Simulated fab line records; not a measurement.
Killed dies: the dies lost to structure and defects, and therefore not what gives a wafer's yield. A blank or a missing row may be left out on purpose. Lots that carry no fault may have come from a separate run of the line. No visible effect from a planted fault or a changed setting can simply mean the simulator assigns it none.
Chamber matching ; flow n5Finfet ; uvCure-02 running N5_BEOL_M5_CURE_79: 3 sister chambers
The step cures SiCOH lowk, time 240 s. 6 wafers are shown with their chamber, then 7 later ones without.

## EACH WAFER AND ITS CHAMBER
wafer;chamber;wafer_temp_C_max;lampPowerPct (%)
L075.2;2;387.4;52.30
L075.4;2;387.5;52.27
L088.3;1;387.5;52.39
L088.4;1;387.6;52.34
L089.1;0;386.2;52.27
L089.3;0;387.4;52.33

## WAFERS WITH NO CHAMBER GIVEN
wafer;wafer_temp_C_max;lampPowerPct (%)
L089.6;386.7;52.38
L092.1;388.4;52.35
L092.2;387.4;52.34
L092.3;386.8;52.27
L093.1;386.6;52.34
L093.2;386.7;52.23
L093.4;386.5;52.35

## WHICH CHAMBER EACH ONE RAN IN
wafer;from the rows above;in truth
L089.6;can't be placed: 1 or 0 or 2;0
L092.1;can't be placed: 1 or 2 or 0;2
L092.2;can't be placed: 1 or 2 or 0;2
L092.3;can't be placed: 0 or 2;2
L093.1;can't be placed: 0 or 1 or 2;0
L093.2;can't be placed: 0 or 2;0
L093.4;can't be placed: 0 or 1 or 2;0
Correctly placed: 0 of 7. Not placeable from these rows: 7 (in 7, the candidates include the true chamber). Number placed wrongly: 0.
How it was worked out, from the rows above alone: a wafer's distance from a chamber is the root of the sum, over the readings, of the square of ((its reading less the chamber's mean) divided by the reading's scatter). The wafer belongs to the nearest chamber; if the next one is less than 2 further off, it can't be placed. A chamber's mean is the mean of its shown wafers. The scatter is the square root of a quotient: the sum, over the shown wafers, of each reading's squared deviation from its chamber's mean, divided by wafers minus chambers.
